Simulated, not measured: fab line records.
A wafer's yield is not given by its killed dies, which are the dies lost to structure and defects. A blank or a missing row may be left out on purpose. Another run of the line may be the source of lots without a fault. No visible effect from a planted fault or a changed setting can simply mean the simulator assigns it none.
Split-lot experiment ; flow n5_finfet ; 39 wafers read from 7 lots, route of 1938 steps

== THE SPLIT ITSELF ==
At N5_HKMG_FIN_ETCH_35 (etches SOC in N2/H2, target depth 215.8 nm, time 243.4 s), the setting target_depth_a was moved away from the recipe's 2158 angstrom on 15 of the 39 wafers read, by -37.0% to +54.1%. All remaining wafers had this setting at the recipe value.

Between the split and the reading, the file records no step.

== THE READING ==
SOC_of_HKMG_FIN_COAT_29.thk_nm (the simulator's own value, which no gauge read), in nm, at N5_HKMG_FIN_STRIP_92 (strips SOC in N2/H2, time 20 s). The file does not state a usual value for it. Average 74.0 nm, standard deviation 6.6 nm, over the 24 wafers here run with the recipe.

wafer;tool, chamber at the split;target_depth_a as run, angstrom;against the recipe;SOC_of_HKMG_FIN_COAT_29.thk_nm, nm;against lot-mates on the recipe
L078.1;rie_diel-05, 2;2158;recipe;82.4;-
L078.2;rie_diel-05, 0;3325;+54.1%;0;-74.5
L078.4;rie_diel-05, 1;3325;+54.1%;0;-74.5
L078.5;rie_diel-05, 2;3325;+54.1%;0;-74.5
L078.3;rie_diel-05, 1;2158;recipe;73.4;-
L078.6;rie_diel-05, 0;2158;recipe;67.8;-
L079.1;rie_diel-06, 2;2158;recipe;67.2;-
L079.2;rie_diel-06, 3;2158;recipe;73.8;-
L079.3;rie_diel-06, 1;2158;recipe;65;-
L079.4;rie_diel-06, 0;2158;recipe;71.8;-
L079.5;rie_diel-06, 1;2158;recipe;61.8;-
L079.6;rie_diel-06, 0;2158;recipe;72.4;-
L084.1;rie_diel-06, 3;1360;-37.0%;154.8;+80.3
L084.2;rie_diel-06, 2;1360;-37.0%;152.8;+78.3
L084.3;rie_diel-06, 0;2158;recipe;77.2;-
L084.4;rie_diel-06, 2;2158;recipe;72.4;-
L084.5;rie_diel-06, 3;1360;-37.0%;154.4;+79.9
L084.6;rie_diel-06, 0;2158;recipe;74;-
L088.1;rie_diel-04, 1;2158;recipe;81.6;-
L088.2;rie_diel-04, 0;2158;recipe;83.8;-
L088.3;rie_diel-04, 3;2786;+29.1%;9.4;-73.4
L088.4;rie_diel-04, 2;2786;+29.1%;6.2;-76.6
L088.5;rie_diel-04, 0;2158;recipe;83;-
L088.6;rie_diel-04, 1;2786;+29.1%;17.6;-65.2
L091.1;rie_diel-06, 2;1744;-19.2%;111.6;+43.0
L091.2;rie_diel-06, 0;1744;-19.2%;115.8;+47.2
L091.3;rie_diel-06, 3;2158;recipe;64.2;-
L091.4;rie_diel-06, 1;2158;recipe;68.8;-
L091.5;rie_diel-06, 0;2158;recipe;72.8;-
L091.6;rie_diel-06, 3;1744;-19.2%;107;+38.4
L095.1;rie_diel-05, 2;2944;+36.4%;7.4;-74.4
L095.2;rie_diel-05, 3;2158;recipe;85.8;-
L095.3;rie_diel-05, 0;2944;+36.4%;0;-81.8
L095.4;rie_diel-05, 1;2158;recipe;78.4;-
L095.5;rie_diel-05, 1;2944;+36.4%;0.2;-81.6
L095.6;rie_diel-05, 2;2158;recipe;81.2;-
L097.2;rie_diel-04, 2;2158;recipe;68.2;-
L097.3;rie_diel-04, 3;2158;recipe;71.6;-
L097.4;rie_diel-04, 1;2158;recipe;78.2;-

THE FIT
A straight line over all 39 wafers: SOC_of_HKMG_FIN_COAT_29.thk_nm changes by -1.79 nm for each +1% of target_depth_a; r = -0.97; the points scatter about the line by 10 nm.
The same after taking each lot's own level away (the mean of its wafers on the recipe; 39 wafers): -1.88 nm for each +1%; r = -0.97; scatter 11 nm.
That fit puts the effect of the largest move of target_depth_a on the reading at 1e+02 nm.
Across the lots, their own levels run from 68.60 to 82.80 nm, a range of 2.2 times the standard deviation given above.
The two slopes are in agreement: the lot-to-lot level therefore moves the slope only a little.
Check: -105 nm against its lot-mates is what the line predicts for one of the wafers moved furthest among these (+54.1%) when that wafer is left out of the fit. It came out at -74.5 nm against them.

== OTHER SPLITS APPLIED TO THESE WAFERS ==
Other splits were also applied to these wafers ahead of the reading. Each is held against what the fit with the lots' levels taken away leaves over:
other split on the same wafers;wafers away from the commonest value;r with SOC_of_HKMG_FIN_COAT_29.thk_nm (lot level and that fit taken away)
N5_FIN_SAQP_HM_DEP_03 target_thk_a;9;+0.34
N5_FIN_SAQP_SPACER1_ALD_24 ald_cycles;18;+0.31
N5_SD_EPI_N_ETCH_45 target_depth_a;15;-0.13

== THE WHOLE CHAIN: every reading that the file lists as answering this split, in the file's order ==
step;what it does;reading;change (the file's fit);r (the file's)
N5_HKMG_FIN_ETCH_35;etches SOC in N2/H2, target depth 215.8 nm, time 243.4 s;HKMG_FIN.feature_depth_nm (the simulator's own value, which no gauge read);+2.22 nm for each +1% of the setting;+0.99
N5_HKMG_FIN_ETCH_35;etches SOC in N2/H2, target depth 215.8 nm, time 243.4 s;etch.depth_nm (the simulator's own value, which no gauge read);+2.22 nm for each +1% of the setting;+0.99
N5_HKMG_FIN_ETCH_35;etches SOC in N2/H2, target depth 215.8 nm, time 243.4 s;SOC_of_HKMG_FIN_COAT_29.thk_nm (the simulator's own value, which no gauge read);-1.96 nm for each +1% of the setting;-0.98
N5_HKMG_FIN_STRIP_92;strips SOC in N2/H2, time 20 s;SOC_of_HKMG_FIN_COAT_29.thk_nm (the simulator's own value, which no gauge read);-1.87 nm for each +1% of the setting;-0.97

== THE FILE'S OWN FIT ==
SOC_of_HKMG_FIN_COAT_29.thk_nm changes by -1.87 nm for each +1% of target_depth_a, r = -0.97.
